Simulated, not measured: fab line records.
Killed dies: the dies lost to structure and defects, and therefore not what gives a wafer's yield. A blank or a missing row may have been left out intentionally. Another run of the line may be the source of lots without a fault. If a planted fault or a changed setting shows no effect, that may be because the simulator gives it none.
Chamber matching || flow n5_finfet || N5_BEOL_M10_STRIP_19 on rie_diel-04 has 4 sister chambers
The step strips in O2. 16 wafers are shown with their chamber, then 8 later ones without.

WAFERS PAIRED WITH THEIR CHAMBERS
{"wafer": "L074.3", "chamber": 1, "showerhead_plenum_p_Torr (Torr)": 2.09, "drypump_motor_current_A (A)": 5.7, "throttle_valve_pct (%)": 16.92}
{"wafer": "L074.4", "chamber": 3, "showerhead_plenum_p_Torr (Torr)": 2.17, "drypump_motor_current_A (A)": 5.7, "throttle_valve_pct (%)": 16.52}
{"wafer": "L074.5", "chamber": 3, "showerhead_plenum_p_Torr (Torr)": 2.17, "drypump_motor_current_A (A)": 5.6, "throttle_valve_pct (%)": 16.51}
{"wafer": "L075.1", "chamber": 2, "showerhead_plenum_p_Torr (Torr)": 2.14, "drypump_motor_current_A (A)": 5.7, "throttle_valve_pct (%)": 16.13}
{"wafer": "L075.2", "chamber": 0, "showerhead_plenum_p_Torr (Torr)": 1.98, "drypump_motor_current_A (A)": 6.6, "throttle_valve_pct (%)": 16.59}
{"wafer": "L075.3", "chamber": 1, "showerhead_plenum_p_Torr (Torr)": 2.09, "drypump_motor_current_A (A)": 5.7, "throttle_valve_pct (%)": 16.92}
{"wafer": "L075.4", "chamber": 3, "showerhead_plenum_p_Torr (Torr)": 2.16, "drypump_motor_current_A (A)": 5.6, "throttle_valve_pct (%)": 16.51}
{"wafer": "L075.5", "chamber": 2, "showerhead_plenum_p_Torr (Torr)": 2.14, "drypump_motor_current_A (A)": 5.7, "throttle_valve_pct (%)": 16.14}
{"wafer": "L075.6", "chamber": 1, "showerhead_plenum_p_Torr (Torr)": 2.09, "drypump_motor_current_A (A)": 5.7, "throttle_valve_pct (%)": 16.90}
{"wafer": "L076.2", "chamber": 2, "showerhead_plenum_p_Torr (Torr)": 2.14, "drypump_motor_current_A (A)": 5.8, "throttle_valve_pct (%)": 16.14}
{"wafer": "L076.4", "chamber": 0, "showerhead_plenum_p_Torr (Torr)": 1.98, "drypump_motor_current_A (A)": 6.6, "throttle_valve_pct (%)": 16.59}
{"wafer": "L076.6", "chamber": 1, "showerhead_plenum_p_Torr (Torr)": 2.09, "drypump_motor_current_A (A)": 5.7, "throttle_valve_pct (%)": 16.93}
{"wafer": "L082.1", "chamber": 1, "showerhead_plenum_p_Torr (Torr)": 2.08, "drypump_motor_current_A (A)": 5.7, "throttle_valve_pct (%)": 16.93}
{"wafer": "L082.3", "chamber": 3, "showerhead_plenum_p_Torr (Torr)": 2.16, "drypump_motor_current_A (A)": 5.7, "throttle_valve_pct (%)": 16.55}
{"wafer": "L082.6", "chamber": 1, "showerhead_plenum_p_Torr (Torr)": 2.08, "drypump_motor_current_A (A)": 5.7, "throttle_valve_pct (%)": 16.96}
{"wafer": "L089.1", "chamber": 2, "showerhead_plenum_p_Torr (Torr)": 2.13, "drypump_motor_current_A (A)": 5.8, "throttle_valve_pct (%)": 16.22}

SIGNATURES (averages over the wafers above)
{"reading": "showerhead_plenum_p_Torr", "chamber 0": 1.9800, "chamber 1": 2.0867, "chamber 2": 2.1375, "chamber 3": 2.1650, "scatter within a chamber": 0.00507}
{"reading": "drypump_motor_current_A", "chamber 0": 6.600, "chamber 1": 5.700, "chamber 2": 5.750, "chamber 3": 5.650, "scatter within a chamber": 0.0408}
{"reading": "throttle_valve_pct", "chamber 0": 16.5900, "chamber 1": 16.9267, "chamber 2": 16.1575, "chamber 3": 16.5225, "scatter within a chamber": 0.0263}
Rule: distance of a wafer from a chamber = root of the sum over the readings of ((wafer's reading minus chamber's mean) / reading's scatter) squared. If the next closest chamber is less than 2 further off than the closest, the wafer can't be placed; otherwise it belongs to the closest. The scatter: take each reading less its chamber's mean, square it, sum over the shown wafers, divide by the number of wafers less the number of chambers, and take the root.

WAFERS MISSING THEIR CHAMBER
{"wafer": "L089.2", "showerhead_plenum_p_Torr (Torr)": 2.08, "drypump_motor_current_A (A)": 5.7, "throttle_valve_pct (%)": 16.98}
{"wafer": "L089.4", "showerhead_plenum_p_Torr (Torr)": 2.24, "drypump_motor_current_A (A)": 6.6, "throttle_valve_pct (%)": 16.16}
{"wafer": "L090.2", "showerhead_plenum_p_Torr (Torr)": 2.24, "drypump_motor_current_A (A)": 6.6, "throttle_valve_pct (%)": 16.14}
{"wafer": "L090.3", "showerhead_plenum_p_Torr (Torr)": 2.15, "drypump_motor_current_A (A)": 5.7, "throttle_valve_pct (%)": 16.57}
{"wafer": "L090.5", "showerhead_plenum_p_Torr (Torr)": 2.24, "drypump_motor_current_A (A)": 6.6, "throttle_valve_pct (%)": 16.16}
{"wafer": "L091.1", "showerhead_plenum_p_Torr (Torr)": 2.15, "drypump_motor_current_A (A)": 5.6, "throttle_valve_pct (%)": 16.58}
{"wafer": "L091.3", "showerhead_plenum_p_Torr (Torr)": 2.08, "drypump_motor_current_A (A)": 5.7, "throttle_valve_pct (%)": 17.00}
{"wafer": "L091.6", "showerhead_plenum_p_Torr (Torr)": 2.15, "drypump_motor_current_A (A)": 5.7, "throttle_valve_pct (%)": 16.56}

CHAMBER TAKEN BY EACH
{"wafer": "L089.2", "from the rows above": 1, "in truth": 1}
{"wafer": "L089.4", "from the rows above": "can't be placed: 2 or 3", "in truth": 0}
{"wafer": "L090.2", "from the rows above": 2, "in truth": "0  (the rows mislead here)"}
{"wafer": "L090.3", "from the rows above": 3, "in truth": 3}
{"wafer": "L090.5", "from the rows above": "can't be placed: 2 or 3", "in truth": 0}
{"wafer": "L091.1", "from the rows above": 3, "in truth": 3}
{"wafer": "L091.3", "from the rows above": 1, "in truth": 1}
{"wafer": "L091.6", "from the rows above": 3, "in truth": 3}
Correct placement for 5 of the 8. Unplaceable from these rows: 2, with the true chamber sitting among the candidates in 0. 1 placed wrongly.
